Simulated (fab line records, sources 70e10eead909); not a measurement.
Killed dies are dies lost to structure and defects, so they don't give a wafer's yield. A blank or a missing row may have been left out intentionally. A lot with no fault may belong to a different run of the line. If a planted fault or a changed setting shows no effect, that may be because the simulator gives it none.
Matching of chambers | flow nand-harc | 4 sister chambers for NHARC_A_CHANNEL_FILL_D1_ETCHBACK_20 on rie-diel-13
The step etches the open film in C4F8/O2/Ar, target depth 27 nm, time 13.5 s. 8 wafers are shown with their chamber, then 7 later ones without.

WAFERS, EACH WITH ITS CHAMBER
wafer  | chamber | rf-vpp-V (V) | oes-product-au (a.u.)
L076.6 | 1       | 974          | 0.92
L077.5 | 3       | 980          | 0.93
L083.6 | 1       | 974          | 0.92
L089.1 | 2       | 973          | 1.01
L089.5 | 3       | 981          | 1.01
L089.6 | 0       | 972          | 1.00
L092.4 | 0       | 972          | 1.00
L092.5 | 2       | 973          | 1.02

WAFERS WITH NO CHAMBER GIVEN
wafer  | rf-vpp-V (V) | oes-product-au (a.u.)
L092.6 | 980          | 1.01
L093.1 | 974          | 1.01
L093.3 | 981          | 1.02
L093.4 | 974          | 1.00
L096.3 | 983          | 1.00
L096.4 | 974          | 1.01
L096.6 | 973          | 0.99

THE CHAMBER EACH PASSED THROUGH
wafer  | from the rows above     | in truth
L092.6 | 3                       | 3
L093.1 | can't be placed: 2 or 1 | 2
L093.3 | 3                       | 3
L093.4 | can't be placed: 1 or 2 | 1
L096.3 | 3                       | 3
L096.4 | can't be placed: 2 or 1 | 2
L096.6 | can't be placed: 2 or 0 | 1
Correct placement for 3 of the 7. These rows do not allow placing 4 (true chamber among the candidates in 3). 0 placed wrongly.
How it was worked out, from the rows above alone: a wafer's distance from a chamber is the root of the sum, over the readings, of the square of ((its reading less the chamber's mean) divided by the reading's scatter). The wafer belongs to the nearest chamber; if the next one is less than 2 further off, it can't be placed. A chamber's mean is the mean of its shown wafers. How the scatter is found: for the shown wafers, subtract from each reading the mean of its chamber, square and add these, divide the total by (wafers less chambers), then take the root.
